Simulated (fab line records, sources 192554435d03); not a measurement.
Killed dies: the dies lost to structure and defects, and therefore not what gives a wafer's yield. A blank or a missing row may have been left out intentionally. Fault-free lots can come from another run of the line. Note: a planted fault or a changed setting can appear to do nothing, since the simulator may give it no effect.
Matching of chambers | flow n5-finfet | rie-diel-06 running N5_FIN_CUT_STRIP_22: 4 sister chambers
The step strips in N2/H2. 16 wafers are shown with their chamber, then 8 later ones without.

## WAFERS, EACH WITH ITS CHAMBER
wafer  | chamber | drypump-motor-current-A (A) | showerhead-plenum-p-Torr (Torr) | oes-product-au (a.u.)
L074.3 | 0       | 5.2                         | 3.27                            | 0.89
L074.4 | 0       | 5.2                         | 3.27                            | 0.89
L074.6 | 1       | 5.7                         | 3.37                            | 0.79
L084.1 | 1       | 5.7                         | 3.36                            | 0.77
L084.4 | 2       | 6.1                         | 3.33                            | 0.71
L084.6 | 3       | 6.2                         | 3.44                            | 0.93
L086.2 | 0       | 5.2                         | 3.26                            | 0.84
L086.3 | 2       | 6.0                         | 3.32                            | 0.72
L086.4 | 1       | 5.7                         | 3.36                            | 0.79
L089.1 | 2       | 6.0                         | 3.32                            | 0.72
L089.5 | 1       | 5.7                         | 3.36                            | 0.77
L089.6 | 0       | 5.2                         | 3.25                            | 0.85
L090.1 | 1       | 5.7                         | 3.36                            | 0.78
L090.3 | 2       | 6.1                         | 3.32                            | 0.72
L090.6 | 0       | 5.2                         | 3.25                            | 0.85
L091.1 | 3       | 6.2                         | 3.43                            | 0.93

SIGNATURES (averages over the wafers above)
reading                  | chamber 0 | chamber 1 | chamber 2 | chamber 3 | scatter within a chamber
drypump-motor-current-A  | 5.200     | 5.700     | 6.050     | 6.200     | 0.0289
showerhead-plenum-p-Torr | 3.2600    | 3.3620    | 3.3225    | 3.4350    | 0.0071
oes-product-au           | 0.8640    | 0.7800    | 0.7175    | 0.9300    | 0.0153
Rule: a wafer's distance from a chamber is the root of the sum, over the readings, of the square of ((its reading less the chamber's mean) divided by the reading's scatter). If the next closest chamber is less than 2 further off than the closest, the wafer can't be placed; otherwise it belongs to the closest. How the scatter is found: for the shown wafers, subtract from each reading the mean of its chamber, square and add these, divide the total by (wafers less chambers), then take the root.

## WAFERS MISSING THEIR CHAMBER
wafer  | drypump-motor-current-A (A) | showerhead-plenum-p-Torr (Torr) | oes-product-au (a.u.)
L091.2 | 5.7                         | 3.36                            | 0.76
L091.4 | 6.1                         | 3.32                            | 0.70
L093.1 | 5.7                         | 3.35                            | 0.77
L093.3 | 6.1                         | 3.32                            | 0.70
L093.4 | 5.7                         | 3.35                            | 0.79
L094.3 | 5.7                         | 3.35                            | 0.76
L094.4 | 6.1                         | 3.32                            | 0.70
L094.6 | 5.2                         | 3.25                            | 0.84

## WHICH CHAMBER EACH ONE RAN IN
wafer  | from the rows above | in truth
L091.2 | 1                   | 1
L091.4 | 2                   | 2
L093.1 | 1                   | 1
L093.3 | 2                   | 2
L093.4 | 1                   | 1
L094.3 | 1                   | 1
L094.4 | 2                   | 2
L094.6 | 0                   | 0
Placed correctly: 8 of 8. Left unplaced by these rows: 0. Placed wrongly: 0.
